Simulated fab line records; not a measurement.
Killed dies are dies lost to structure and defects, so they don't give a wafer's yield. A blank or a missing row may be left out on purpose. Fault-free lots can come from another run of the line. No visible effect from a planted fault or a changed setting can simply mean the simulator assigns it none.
Matching of chambers	flow n5_finfet	N5_FIN_SAQP_ETCH_52 on rie_diel-01 has 3 sister chambers
The step etches SOC in N2/H2, target depth 100 nm, overetch 20 nm, time 150 s. 16 wafers are shown with their chamber, then 7 later ones without.

WAFERS WITH THEIR CHAMBER
wafer	chamber	showerhead_plenum_p_Torr (Torr)	throttle_valve_pct (%)	drypump_motor_current_A (A)
L074.2	3	2.54	18.11	6.1
L074.4	0	2.67	17.84	6.5
L074.5	0	2.67	17.83	6.5
L078.1	0	2.67	17.85	6.5
L078.2	1	2.42	17.52	6.0
L078.6	0	2.67	17.86	6.5
L082.2	3	2.53	18.15	6.1
L082.5	3	2.53	18.13	6.1
L082.6	1	2.42	17.55	5.9
L084.1	0	2.66	17.89	6.4
L084.3	1	2.42	17.56	6.0
L084.6	1	2.42	17.55	5.9
L085.1	1	2.42	17.57	6.0
L085.2	0	2.66	17.91	6.5
L085.6	3	2.52	18.14	6.1
L087.1	3	2.52	18.19	6.1

SIGNATURES, as means of the wafers listed above
reading	chamber 0	chamber 1	chamber 3	scatter within a chamber
showerhead_plenum_p_Torr	2.6667	2.4200	2.5280	0.00564
throttle_valve_pct	17.8633	17.5500	18.1440	0.0273
drypump_motor_current_A	6.483	5.960	6.100	0.0395
Rule: for each reading, subtract the chamber's mean from the wafer's reading, divide by that reading's scatter and square the result; add these up over the readings and take the root, which gives the wafer's distance from the chamber. The wafer belongs to the nearest chamber; if the next one is less than 2 further off, it can't be placed. The scatter is the square root of a quotient: the sum, over the shown wafers, of each reading's squared deviation from its chamber's mean, divided by wafers minus chambers.

WAFERS WITH NO CHAMBER GIVEN
wafer	showerhead_plenum_p_Torr (Torr)	throttle_valve_pct (%)	drypump_motor_current_A (A)
L087.3	2.41	17.56	5.9
L087.5	2.41	17.57	5.9
L088.2	2.41	17.57	6.0
L088.3	2.52	18.14	6.1
L088.6	2.41	17.59	6.0
L096.4	2.65	17.90	6.5
L096.5	2.51	18.22	6.2

WHICH CHAMBER EACH WENT THROUGH
wafer	from the rows above	in truth
L087.3	1	1
L087.5	1	1
L088.2	1	1
L088.3	3	3
L088.6	1	1
L096.4	0	0
L096.5	3	3
Correctly placed: 7 of 7. From these rows, 0 cannot be placed. 0 placed wrongly.
